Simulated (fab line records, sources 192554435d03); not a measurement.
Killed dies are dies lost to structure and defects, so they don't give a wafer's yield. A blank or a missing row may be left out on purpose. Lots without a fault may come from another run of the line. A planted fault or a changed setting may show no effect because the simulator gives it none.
Chamber matching | flow n5_finfet | N5_BEOL_M2_CO_CAP_55 on cvd_co-01: 3 sister chambers
The step material Co, precursor CCTBA/H2, target thk 2 nm, time 102.1 s. 6 wafers are shown with their chamber, then 8 later ones without.

WAFERS WITH THEIR CHAMBER
wafer  | chamber | heater_power_w (W) | susceptor_temp_C (C)
L848.4 | 2       | 245                | 199.95
L848.5 | 1       | 226                | 199.93
L849.1 | 2       | 242                | 199.87
L849.3 | 0       | 235                | 200.15
L849.4 | 1       | 229                | 200.13
L861.1 | 0       | 240                | 200.08

WAFERS WITHOUT THEIR CHAMBER
wafer  | heater_power_w (W) | susceptor_temp_C (C)
L861.3 | 228                | 200.10
L861.6 | 239                | 200.10
L863.1 | 247                | 199.93
L863.2 | 228                | 200.09
L863.3 | 249                | 200.19
L866.3 | 241                | 200.26
L866.4 | 234                | 199.77
L866.6 | 240                | 199.94

WHICH CHAMBER EACH WENT THROUGH
wafer  | from the rows above          | in truth
L861.3 | 1                            | 1
L861.6 | 0                            | 0
L863.1 | 2                            | 2
L863.2 | 1                            | 1
L863.3 | can't be placed: 2 or 0      | 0
L866.3 | can't be placed: 0 or 2      | 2
L866.4 | can't be placed: 1 or 2 or 0 | 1
L866.6 | can't be placed: 2 or 0      | 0
Placed correctly: 4 of 8. Can't be placed from these rows: 4 (the true chamber is among the candidates in 4). Placed wrongly: 0.
How it was worked out, from the rows above alone: a wafer's distance from a chamber is the root of the sum, over the readings, of the square of ((its reading less the chamber's mean) divided by the reading's scatter). The wafer belongs to the nearest chamber; if the next one is less than 2 further off, it can't be placed. A chamber's mean is the mean of its shown wafers. The scatter: the root of (the sum of the squares of (reading less its chamber's mean) over the shown wafers, divided by (wafers less chambers)).
